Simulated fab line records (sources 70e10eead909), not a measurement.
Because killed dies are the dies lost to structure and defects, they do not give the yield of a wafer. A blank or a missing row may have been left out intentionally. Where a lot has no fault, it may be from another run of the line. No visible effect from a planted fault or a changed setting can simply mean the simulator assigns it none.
fab line records -- flow nand-harc
record: lots: 12, wafers: 36, last-day: 32
route steps=1302 shown P_ZERO_WELL@18 P_STI@88 END@1302
lots that met no fault: taken from a fault-free run of the same line
start-h: start of the lot's first displayed wafer, in hours after the record's first day -- wait-h: hours from the lot's prior step to this one -- " as in the row above -- L1.1+2: several wafers, shown together as one row -- - no value present, or no start provided -- * or withheld: withheld -- < > ~ a bound
route shown NAME@n: names a module that has steps shown in the file, with the first one's number in the route -- usual: mean/standard deviation taken from wafers without a fault -- same: alike in all rows -- chamber/n: place in a boat -- sites: readings site by site -- _std_site: the values' standard deviation -- _edge_site: mean of outer sites minus mean of inner sites -- radius-mm: how far each site lies from the wafer's centre -- mask NAME#n: copy n -- behind: the last tool/chamber to shape the wafer -- hold: why the lot went on hold/how many hours it stayed there/how the hold came to an end -- device: the n, p or np transistor that did not switch -- end of line: tests run on the same wafers once the route is complete -- a step given without rows: its recipe and nothing more -- killed: dies lost to structure and defects at the first sort, not the wafer's yield -- map: a wafer's dies, marking killed ones x, the rest . and places with no die _
set.NAME: setting as actually run; set.NAME@STEP: the setting as run at that earlier step -- model.NAME: the simulator's own value behind a step, which no gauge read
the route's steps for a sample of lots (tables are steps, rows are wafers)
services: when a tool's chamber went out of use (start-h, in hours from the record's first day, below 0 if earlier), for how many hours, and the reason
== steps ==
step: NHARC_P_ZERO_WELL_ETCH_62
recipe: target-depth-a: 130, time-s: 6.5, chf3-flow-sccm: 50, ar-flow-sccm: 200, rf-w: 500, bias-w: 200, chemistry: CHF3/Ar
usual: drypump-motor-current-A: 5.9/0.38, oes-product-au: 0.960/0.019, rf-vpp-V: 369.8/2, showerhead-plenum-p-Torr: 2.31/0.087, throttle-valve-pct: 20.216/0.0098
same: time-s: 6.5
lot.wafer,tool,chamber,start-h,wait-h,drypump-motor-current-A,oes-product-au,rf-hours-counter-h,rf-vpp-V,showerhead-plenum-p-Torr,throttle-valve-pct
L620.1,rie-diel-09,1,-,-,6.2,0.940,18,370.3,2.33,20.225
L620.2,rie-diel-09,3,-,-,5.8,0.960,16,370.9,2.39,20.234
L620.6,rie-diel-09,1,-,-,6.2,0.953,-,370.9,2.33,20.224
L621.1,rie-diel-09,2,-,-,6.2,0.960,21,369.0,2.25,20.214
L621.3,rie-diel-09,3,-,-,5.8,0.969,22,371.6,2.38,20.217
L621.2,rie-diel-09,0,-,-,6.0,0.980,23,370.9,2.36,20.214
L622.1,rie-diel-10,2,-,-,5.7,0.948,48,368.8,2.35,20.212
L622.2,rie-diel-10,0,-,-,5.7,0.981,49,371.9,2.34,20.200
L622.6,rie-diel-10,2,-,-,5.8,0.953,-,371.7,2.35,20.221
L623.2,rie-diel-10,2,-,-,5.8,0.956,50,369.3,2.35,20.212
L623.3,rie-diel-10,3,-,-,6.2,0.981,58,370.2,2.35,20.223
L623.6,rie-diel-10,2,-,-,5.8,0.951,-,370.7,2.35,20.230
L624.2,rie-diel-02,0,-,-,6.1,0.921,4,367.6,2.18,20.200
L624.5,rie-diel-02,0,-,-,6.1,0.908,-,366.5,2.18,20.218
L624.4,rie-diel-02,2,-,-,6.5,0.927,-,367.3,2.19,20.219
L627.2,rie-diel-10,3,-,-,6.2,0.958,11,370.7,2.34,20.217
L627.1,rie-diel-10,1,-,-,5.0,0.945,10,372.9,2.42,20.216
L627.5,rie-diel-10,2,-,-,5.8,0.921,-,370.6,2.34,20.222
L633.3,rie-diel-02,1,-,-,5.9,0.966,24,371.8,2.43,20.209
L633.5,rie-diel-02,3,-,-,5.5,0.935,-,368.2,2.29,20.226
L633.6,rie-diel-02,0,-,-,6.1,0.973,-,367.5,2.17,20.225
L634.2,rie-diel-09,3,-,-,5.9,0.961,9,372.0,2.37,20.214
L634.5,rie-diel-09,2,-,-,6.1,0.966,-,366.2,2.23,20.222
L634.6,rie-diel-09,3,-,-,5.8,0.955,-,370.3,2.37,20.199
L637.1,rie-diel-02,3,-,-,5.5,0.934,47,369.7,2.29,20.199
L637.5,rie-diel-02,0,-,-,6.1,0.937,-,365.4,2.17,20.207
L637.4,rie-diel-02,3,-,-,5.5,0.935,-,368.8,2.29,20.214
L638.4,rie-diel-02,3,-,-,5.5,0.945,50,369.0,2.29,20.217
L638.1,rie-diel-02,0,-,-,6.1,0.969,44,368.5,2.17,20.221
L638.2,rie-diel-02,2,-,-,6.4,0.976,50,366.0,2.17,20.208
L639.3,rie-diel-09,3,-,-,5.8,0.977,21,371.8,2.36,20.208
L639.4,rie-diel-09,1,-,-,6.2,0.956,20,370.7,2.31,20.213
L639.6,rie-diel-09,0,-,-,6.1,0.996,-,369.8,2.34,20.220
L640.1,rie-diel-10,2,-,-,5.7,0.944,62,369.3,2.32,20.208
L640.4,rie-diel-10,3,-,-,6.2,0.971,63,369.8,2.32,20.205
L640.2,rie-diel-10,0,-,-,5.7,0.963,73,369.1,2.31,20.212
step: NHARC_P_ZERO_WELL_CD_MEAS_24
recipe: target-cd-nm: 720, landing-energy-ev: 500
usual: cd-nm: 718.7/2.3
lot.wafer,tool,chamber,start-h,wait-h,cd-nm
L620.1,cd-sem-01,0,32.45,-,721.9
L620.2,cd-sem-01,0,32.45,-,718.1
L620.6,cd-sem-01,0,32.45,-,718.0
L621.1,cd-sem-01,0,42.60,-,716.4
L621.2,cd-sem-01,0,42.60,-,722.7
L621.3,cd-sem-01,0,42.60,-,717.5
L622.1,cd-sem-02,0,52.65,-,716.3
L622.2,cd-sem-02,0,52.65,-,719.0
L622.6,cd-sem-02,0,52.65,-,722.5
L623.2,cd-sem-01,0,62.33,-,719.6
L623.3,cd-sem-01,0,62.33,-,714.8
L623.6,cd-sem-01,0,62.33,-,718.4
L624.2,cd-sem-01,0,72.58,-,717.7
L624.4,cd-sem-01,0,72.58,-,719.3
L624.5,cd-sem-01,0,72.58,-,719.9
L627.1,cd-sem-03,0,102.73,-,722.0
L627.2,cd-sem-03,0,102.73,-,717.9
L627.5,cd-sem-03,0,102.73,-,717.3
L633.3,cd-sem-01,0,162.66,-,718.7
L633.5,cd-sem-01,0,162.66,-,720.9
L633.6,cd-sem-01,0,162.66,-,723.0
L634.2,cd-sem-03,0,172.58,-,720.3
L634.5,cd-sem-03,0,172.58,-,722.6
L634.6,cd-sem-03,0,172.58,-,721.4
L637.1,cd-sem-03,0,202.69,-,721.3
L637.4,cd-sem-03,0,202.69,-,721.5
L637.5,cd-sem-03,0,202.69,-,714.2
L638.1,cd-sem-03,0,212.59,-,723.3
L638.2,cd-sem-03,0,212.59,-,717.7
L638.4,cd-sem-03,0,212.59,-,717.2
L639.3,cd-sem-03,0,222.62,-,717.0
L639.4,cd-sem-03,0,222.62,-,717.5
L639.6,cd-sem-03,0,222.62,-,715.6
L640.1,cd-sem-01,0,232.45,-,720.0
L640.2,cd-sem-01,0,232.45,-,715.5
L640.4,cd-sem-01,0,232.45,-,719.6
step: NHARC_P_ZERO_WELL_IMPLANT_40
recipe: energy-kev: 300, dose-cm2: 1e+13, tilt-deg: 7
usual: beam-energy-keV: 299.98/0.081, beam-on-s: 10.01/0.18
lot.wafer,tool,chamber,start-h,wait-h,beam-energy-keV,beam-on-s
L620.1,implanter-01,0,34.43,0.1,300.05,10.06
L620.2,implanter-01,0,34.43,0.1,299.87,10.16
L620.6,implanter-01,0,34.43,0.1,299.94,10.20
L621.1,implanter-02,0,46.03,0.1,300.10,10.24
L621.2,implanter-02,0,46.03,0.1,300.05,10.29
L621.3,implanter-02,0,46.03,0.1,300.10,10.07
L622.1,implanter-02,0,54.59,0.1,299.95,9.87
L622.2,implanter-02,0,54.59,0.1,299.88,10.19
L622.6,implanter-02,0,54.59,0.1,299.88,9.91
L623.2,implanter-01,-,64.30,0.2,-,-
L623.3,implanter-01,-,64.30,0.2,-,-
L623.6,implanter-01,-,64.30,0.2,-,-
L624.2,implanter-02,-,74.45,0.2,-,-
L624.4,implanter-02,-,74.45,0.2,-,-
L624.5,implanter-02,-,74.45,0.2,-,-
L627.1,implanter-01,0,104.65,0.1,299.92,10.37
L627.2,implanter-01,0,104.65,0.1,299.97,10.01
L627.5,implanter-01,0,104.65,0.1,299.99,10.08
L633.3,implanter-01,0,164.54,0.2,300.07,9.69
L633.5,implanter-01,0,164.54,0.2,299.94,10.13
L633.6,implanter-01,0,164.54,0.2,300.09,9.86
L634.2,implanter-01,0,174.85,0.2,300.06,9.79
L634.5,implanter-01,0,174.85,0.2,299.96,10.24
L634.6,implanter-01,0,174.85,0.2,299.95,10.08
L637.1,implanter-01,0,204.64,0.1,299.88,9.86
L637.4,implanter-01,0,204.64,0.1,300.05,9.89
L637.5,implanter-01,0,204.64,0.1,299.99,10.03
L638.1,implanter-02,0,214.43,0.1,299.92,10.05
L638.2,implanter-02,0,214.43,0.1,300.00,10.21
L638.4,implanter-02,0,214.43,0.1,299.98,10.17
L639.3,implanter-02,0,224.49,0.2,299.98,10.06
L639.4,implanter-02,0,224.49,0.2,300.09,10.08
L639.6,implanter-02,0,224.49,0.2,300.03,9.85
L640.1,implanter-02,0,234.32,0.1,300.00,9.87
L640.2,implanter-02,0,234.32,0.1,299.99,10.20
L640.4,implanter-02,0,234.32,0.1,300.04,9.96
step: NHARC_P_STI_ETCH_42
recipe: target-depth-a: 800, overetch-a: 240, time-s: 61, ion-energy-ev: 200, n2-flow-sccm: 150, h2-flow-sccm: 150, ar-flow-sccm: 0, rf-w: 400, bias-w: 150, chemistry: N2/H2
usual: drypump-motor-current-A: 5.7/0.5, h2-flow-sccm: 150.0/0.46, oes-product-au: 1.003/0.011, rf-vpp-V: 431.3/2.6, showerhead-plenum-p-Torr: 2.07/0.083, throttle-valve-pct: 14.172/0.0091
same: time-s: 61
lot.wafer,tool,chamber,start-h,wait-h,drypump-motor-current-A,h2-flow-sccm,oes-product-au,rf-hours-counter-h,rf-vpp-V,showerhead-plenum-p-Torr,throttle-valve-pct
L620.2,rie-diel-05,3,49.62,0.1,5.3,150.6,1.013,7,430.5,2.03,14.170
L620.1,rie-diel-05,0,49.62,0.1,6.2,150.7,1.021,8,434.4,2.15,14.172
L620.6,rie-diel-05,3,49.62,0.1,5.3,150.3,1.013,-,429.3,2.03,14.180
L621.1,rie-diel-05,2,64.36,0.1,5.2,149.9,0.990,0,434.8,2.18,14.168
L621.2,rie-diel-05,3,64.36,0.1,5.3,149.4,1.005,0,430.3,2.03,14.179
L621.3,rie-diel-05,1,64.36,0.1,5.3,149.8,0.992,0,434.9,2.18,14.172
L622.2,rie-diel-05,2,72.61,0.1,5.2,149.8,0.997,1,433.1,2.18,14.165
L622.1,rie-diel-05,0,72.61,0.1,6.2,150.4,0.994,1,434.1,2.15,14.190
L622.6,rie-diel-05,2,72.61,0.1,5.2,149.6,0.998,-,434.1,2.18,14.176
L627.2,rie-diel-01,0,126.75,0.1,6.1,150.1,1.018,9,428.7,2.00,14.174
L627.1,rie-diel-01,3,126.75,0.1,5.6,150.2,0.996,9,431.2,2.09,14.193
L627.5,rie-diel-01,1,126.75,0.1,6.6,150.3,1.002,-,432.5,2.07,14.177
L633.3,rie-diel-01,1,184.55,0.1,6.6,150.2,1.010,15,429.7,2.07,14.172
L633.5,rie-diel-01,1,184.55,0.1,6.6,150.9,1.000,-,430.9,2.07,14.161
L633.6,rie-diel-01,2,184.55,0.1,6.2,149.7,1.005,-,426.9,1.99,14.166
L634.2,rie-diel-01,0,193.58,0.1,6.1,149.2,1.018,15,429.7,2.00,14.177
L634.6,rie-diel-01,2,193.58,0.1,6.2,150.2,1.003,-,429.8,1.99,14.161
L634.5,rie-diel-01,3,193.58,0.1,5.6,150.0,1.015,-,432.0,2.08,14.174
L637.1,rie-diel-05,0,222.93,0.1,6.2,149.6,1.003,8,433.4,2.14,14.163
L637.4,rie-diel-05,3,222.93,0.1,5.3,150.1,0.994,7,430.1,2.02,14.176
L637.5,rie-diel-05,1,222.93,0.1,5.3,151.1,1.002,-,432.9,2.18,14.176
L638.4,rie-diel-12,1,233.74,0.1,5.4,150.5,1.006,9,428.3,1.97,14.169
L638.2,rie-diel-12,2,233.74,0.1,5.3,150.3,1.016,9,431.4,2.02,14.169
L638.1,rie-diel-12,3,233.74,0.1,5.5,149.7,1.019,9,427.1,1.93,14.163
L639.3,rie-diel-05,3,243.26,0.1,5.3,150.3,1.003,0,429.6,2.02,14.177
L639.4,rie-diel-05,0,243.26,0.1,6.2,150.1,0.994,0,433.5,2.14,14.171
L639.6,rie-diel-05,1,243.26,0.1,5.3,150.4,1.003,-,433.7,2.18,14.167
L640.1,rie-diel-05,3,254.25,0.1,5.3,150.1,0.987,1,429.3,2.02,14.177
L640.4,rie-diel-05,1,254.25,0.1,5.3,149.8,0.992,0,433.5,2.18,14.163
L640.2,rie-diel-05,2,254.25,0.1,5.2,150.6,0.981,1,435.4,2.18,14.174
step: NHARC_END_SORT_01
recipe: temp-c: 25
usual: killed-at-array: 61/26, killed-at-other: 0.8/1.1, killed-at-periphery: 4.0/2.6, killed-dies: 66/26, killed-open: 3.1/1.7, killed-short: 2.5/1.5
same: gross-dies: 677
lot.wafer,tool,chamber,start-h,wait-h,killed-at-array,killed-at-other,killed-at-periphery,killed-dies,killed-open,killed-short
L621.1,prober-02,0,575.51,2.5,100,0,1,101,1,1
L621.2,prober-02,0,576.31,2.8,101,3,1,105,3,1
L621.3,prober-02,0,577.11,3.1,80,0,5,85,3,2
L623.2,prober-02,0,591.94,2.8,88,0,589,677,4,3
L623.3,prober-02,0,592.73,3.1,97,0,580,677,3,4
L623.6,prober-02,0,595.09,3.9,80,0,597,677,5,2
L624.2,prober-02,0,626.98,2.8,46,1,630,677,2,1
L624.4,prober-02,0,628.59,3.4,46,2,629,677,5,2
L624.5,prober-02,0,629.39,3.7,41,0,636,677,1,4
L627.1,prober-02,0,642.80,2.5,83,2,1,86,2,4
L627.2,prober-02,0,643.61,2.8,103,1,2,106,3,2
L627.5,prober-02,0,646.05,3.8,125,0,7,132,2,2
L633.3,prober-02,0,712.20,3.1,94,1,6,101,5,3
L633.5,prober-02,0,713.79,3.7,104,0,5,109,4,1
L633.6,prober-02,0,714.58,4.0,92,0,3,95,0,3
L639.3,prober-01,0,772.45,3.1,44,3,2,49,5,1
L639.4,prober-01,0,773.26,3.4,38,1,0,39,1,4
L639.6,prober-01,0,774.87,4.0,50,1,2,53,2,1
killed by level:class
L621.1 A_CHANNEL_HOLE_D1:chamber-film-flake=36 A_CHANNEL_HOLE_D2:chamber-film-flake=27 A_SLIT:chamber-film-flake=26 A_SGD_CUT:chamber-film-flake=5 A_ONON_D2:geometric-particle:short=1 A_CHANNEL_FILL_D2:geometric-particle:open=1 P_STI:chamber-film-flake=1 A_DECK1_JOINT:chamber-film-flake=1
L621.2 A_CHANNEL_HOLE_D2:chamber-film-flake=30 A_CHANNEL_HOLE_D1:chamber-film-flake=30 A_SLIT:chamber-film-flake=21 A_SGD_CUT:chamber-film-flake=9 THIN_TSV:chamber-film-flake=3 A_STAIRCASE:chamber-film-flake=3 A_CONTACT:chamber-film-flake=3 A_DECK1_JOINT:geometric-particle:open=2
L621.3 A_CHANNEL_HOLE_D1:chamber-film-flake=23 A_SLIT:chamber-film-flake=22 A_CHANNEL_HOLE_D2:chamber-film-flake=20 A_SGD_CUT:chamber-film-flake=5 P_STI:chamber-film-flake=4 A_STAIRCASE:chamber-film-flake=4 A_ONON_D1:geometric-particle:short=1 A_CHANNEL_FILL_D2:geometric-particle:open=1
L623.2 P_ZERO_WELL:area-implant=587 A_CHANNEL_HOLE_D1:chamber-film-flake=35 A_SLIT:chamber-film-flake=26 A_CHANNEL_HOLE_D2:chamber-film-flake=15 A_CONTACT:chamber-film-flake=3 A_DECK1_JOINT:geometric-particle:short=2 A_ONON_D1:geometric-particle:open=1 A_CHANNEL_FILL_D2:geometric-particle:open=1
L623.3 P_ZERO_WELL:area-implant=572 A_CHANNEL_HOLE_D2:chamber-film-flake=32 A_CHANNEL_HOLE_D1:chamber-film-flake=29 A_SLIT:chamber-film-flake=26 A_STAIRCASE:chamber-film-flake=3 A_CONTACT:chamber-film-flake=3 P_ZERO_WELL:chamber-film-flake=2 P_GATE:chamber-film-flake=2
L623.6 P_ZERO_WELL:area-implant=589 A_SLIT:chamber-film-flake=31 A_CHANNEL_HOLE_D2:chamber-film-flake=20 A_CHANNEL_HOLE_D1:chamber-film-flake=18 P_GATE:chamber-film-flake=3 A_ONON_D2:geometric-particle:open=2 P_ZERO_WELL:chamber-film-flake=2 A_CONTACT:chamber-film-flake=2
L624.2 P_ZERO_WELL:area-implant=630 A_CHANNEL_HOLE_D2:chamber-film-flake=30 A_CONTACT:chamber-film-flake=5 A_WL_FILL:chamber-film-flake=3 A_CHANNEL_HOLE_D1:chamber-film-flake=2 A_DECK1_JOINT:geometric-particle:short=1 A_DECK1_JOINT:geometric-particle:open=1 A_M0:geometric-particle:open=1
L624.4 P_ZERO_WELL:area-implant=627 A_CHANNEL_HOLE_D2:chamber-film-flake=29 A_CHANNEL_HOLE_D1:chamber-film-flake=6 A_SGD_CUT:geometric-particle:open=2 P_STI:chamber-film-flake=2 A_CONTACT:chamber-film-flake=2 THIN_TSV:chamber-film-flake=2 A_SOURCE_PLATE:geometric-particle:open=1
L624.5 P_ZERO_WELL:area-implant=635 A_CHANNEL_HOLE_D2:chamber-film-flake=27 A_CHANNEL_HOLE_D1:chamber-film-flake=4 A_WL_FILL:chamber-film-flake=3 A_WL_FILL:geometric-particle:short=2 A_CHANNEL_FILL_D1:geometric-particle:short=1 A_DECK1_JOINT:geometric-particle:short=1 A_WL_FILL:geometric-particle:open=1
L627.1 A_CHANNEL_HOLE_D1:chamber-film-flake=27 A_SLIT:chamber-film-flake=24 A_CHANNEL_HOLE_D2:chamber-film-flake=17 A_CONTACT:chamber-film-flake=6 P_CONTACT:geometric-particle:short=1 A_CHANNEL_HOLE_D1:geometric-particle:short=1 A_ONON_D2:geometric-particle:open=1 A_ONON_D2:geometric-particle:short=1
L627.2 A_CHANNEL_HOLE_D2:chamber-film-flake=35 A_SLIT:chamber-film-flake=30 A_CHANNEL_HOLE_D1:chamber-film-flake=29 A_ONON_D1:geometric-particle:open=1 A_DECK1_JOINT:geometric-particle:short=1 A_WL_FILL:geometric-particle:short=1 A_CONTACT:geometric-particle:open=1 A_M0:geometric-particle:open=1
L627.5 A_CHANNEL_HOLE_D1:chamber-film-flake=40 A_SLIT:chamber-film-flake=40 A_CHANNEL_HOLE_D2:chamber-film-flake=34 A_DECK1_JOINT:chamber-film-flake=4 P_ZERO_WELL:chamber-film-flake=3 P_GATE:chamber-film-flake=3 P_CONTACT:geometric-particle:short=1 A_CHANNEL_FILL_D1:geometric-particle:open=1
L633.3 A_SLIT:chamber-film-flake=31 A_CHANNEL_HOLE_D1:chamber-film-flake=27 A_CHANNEL_HOLE_D2:chamber-film-flake=23 A_CONTACT:chamber-film-flake=6 P_M0:chamber-film-flake=3 P_GATE:geometric-particle:short=1 P_M1:geometric-particle:open=1 A_CHANNEL_FILL_D1:geometric-particle:open=1
L633.5 A_SLIT:chamber-film-flake=36 A_CHANNEL_HOLE_D2:chamber-film-flake=29 A_CHANNEL_HOLE_D1:chamber-film-flake=24 A_CONTACT:chamber-film-flake=7 A_WL_FILL:geometric-particle:open=2 P_GATE:chamber-film-flake=2 A_CHANNEL_FILL_D1:chamber-film-flake=2 P_GATE:geometric-particle:open=1
L633.6 A_SLIT:chamber-film-flake=35 A_CHANNEL_HOLE_D1:chamber-film-flake=34 A_CHANNEL_HOLE_D2:chamber-film-flake=17 A_CONTACT:chamber-film-flake=2 P_ZERO_WELL:geometric-particle:short=1 A_SGD_CUT:geometric-particle:short=1 A_CONTACT:geometric-particle:short=1 P_STI:chamber-film-flake=1
L639.3 A_CHANNEL_HOLE_D1:chamber-film-flake=20 A_SLIT:chamber-film-flake=9 A_STAIRCASE:chamber-film-flake=5 A_WL_FILL:chamber-film-flake=3 A_CHANNEL_FILL_D2:chamber-film-flake=2 THIN_TSV:chamber-film-flake=2 P_GATE:geometric-particle:open=1 A_CHANNEL_HOLE_D1:geometric-particle:open=1
L639.4 A_CHANNEL_HOLE_D1:chamber-film-flake=13 A_SLIT:chamber-film-flake=5 A_SGD_CUT:chamber-film-flake=4 A_CHANNEL_FILL_D2:chamber-film-flake=3 A_ONON_D1:geometric-particle:short=2 A_STAIRCASE:chamber-film-flake=2 A_CONTACT:chamber-film-flake=2 A_M0:chamber-film-flake=2
L639.6 A_CHANNEL_HOLE_D1:chamber-film-flake=22 A_SLIT:chamber-film-flake=8 A_SGD_CUT:chamber-film-flake=5 A_CONTACT:chamber-film-flake=5 A_CHANNEL_FILL_D2:chamber-film-flake=3 A_STAIRCASE:chamber-film-flake=3 P_CONTACT:geometric-particle:open=1 A_SOURCE_PLATE:geometric-particle:open=1
== services ==
tool,chamber,start-h,hours,kind
rie-diel-10,-,11.96,0.1,repair
rie-diel-02,3,17.72,10.3,repair
implanter-02,-,28.04,0.8,repair
rie-diel-05,1,36.77,7.7,repair
rie-diel-02,0,37.80,6.7,repair
rie-diel-02,-,40.58,9.0,pm
rie-diel-05,-,52.60,9.0,pm
rie-diel-02,1,58.38,36.9,repair
rie-diel-02,0,60.90,4.3,repair
rie-diel-10,-,65.57,9.0,pm
rie-diel-05,3,71.24,8.8,repair
implanter-02,-,80.80,4.9,repair
rie-diel-09,-,98.19,0.7,repair
rie-diel-09,-,101.34,1.3,repair
rie-diel-10,3,125.96,7.4,repair
rie-diel-09,-,143.14,9.0,pm
implanter-02,-,146.52,13.0,pm
implanter-02,-,170.76,4.2,repair
rie-diel-02,1,177.08,2.9,repair
implanter-02,-,179.05,1.5,repair
rie-diel-10,1,184.91,2.1,repair
implanter-01,-,220.08,1.9,repair
implanter-01,-,229.18,1.8,repair
rie-diel-05,-,229.60,9.0,pm
== key ==
first-sign: step: NHARC_P_ZERO_WELL_IMPLANT_40, reading: tool-record, direction: missing
effect: step: NHARC_END_SORT_01, reading: killed-at-periphery, direction: up, sigmas: 99+, usual: 4.0, struck: 610.2
more-kills-born-at: NHARC_P_ZERO_WELL_IMPLANT_40@implanter-02: 1892, NHARC_P_ZERO_WELL_IMPLANT_40@implanter-01: 1748
met-at NHARC_P_ZERO_WELL_IMPLANT_40
struck-lots L623,L624
later-rows-left-out L623.2,L623.3,L623.6,L624.2,L624.4,L624.5
tester-left-out L623,L624
not-acting-at NHARC_P_ZERO_WELL_ETCH_62,NHARC_P_ZERO_WELL_CD_MEAS_24,NHARC_P_STI_ETCH_42
onset-between 54.59 64.30
fault: kind: skipped-step-whole, tool: implanter-01,implanter-02, chamber: -, onset-h: 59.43, steps: NHARC_P_ZERO_WELL_IMPLANT_40, scope: struck-lots-only
tester-left-out: of these lots the tester's yield and bins aren't shown, on N5 and GAA mostly nor the transistor test; their killed dies are dies lost to structure and defects alone, not to doping, threshold or leakage, so they don't give the yield
later-rows-left-out: the simulator's readings of these wafers behind a module that went badly wrong aren't trusted and aren't shown, but for the sort
